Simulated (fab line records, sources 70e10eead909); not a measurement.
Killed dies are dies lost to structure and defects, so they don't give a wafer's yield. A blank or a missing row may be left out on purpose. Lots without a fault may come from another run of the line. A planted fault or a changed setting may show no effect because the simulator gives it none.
Chamber matching | flow nand_harc | NHARC_P_ZERO_WELL_DESCUM_39 on rie_diel-13: 4 sister chambers
The step chemistry O2, time 3 s. 4 wafers are shown with their chamber, then 7 later ones without.

WAFERS WITH THEIR CHAMBER
wafer  | chamber | drypump_motor_current_A (A)
L161.2 | 2       | 6.6
L172.6 | 1       | 5.4
L177.1 | 0       | 5.5
L177.2 | 3       | 5.5

WAFERS WITHOUT THEIR CHAMBER
wafer  | drypump_motor_current_A (A)
L177.5 | 6.5
L178.4 | 5.5
L178.5 | 5.4
L178.6 | 5.5
L180.3 | 5.5
L180.4 | 5.5
L180.5 | 5.5

WHICH CHAMBER EACH WENT THROUGH
wafer  | from the rows above     | in truth
L177.5 | 2                       | 2
L178.4 | can't be placed: 0 or 3 | 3
L178.5 | 1                       | 1
L178.6 | can't be placed: 0 or 3 | 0
L180.3 | can't be placed: 0 or 3 | 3
L180.4 | can't be placed: 0 or 3 | 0
L180.5 | can't be placed: 0 or 3 | 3
Placed correctly: 2 of 7. Can't be placed from these rows: 5 (the true chamber is among the candidates in 5). Placed wrongly: 0.
How it was worked out, from the rows above alone: a wafer's distance from a chamber is the root of the sum, over the readings, of the square of ((its reading less the chamber's mean) divided by the reading's scatter). The wafer belongs to the nearest chamber; if the next one is less than 2 further off, it can't be placed. A chamber's mean is the mean of its shown wafers. The scatter: with one shown wafer a chamber, the root of the mean of the squares of how far each hidden wafer lies from its nearest shown one.
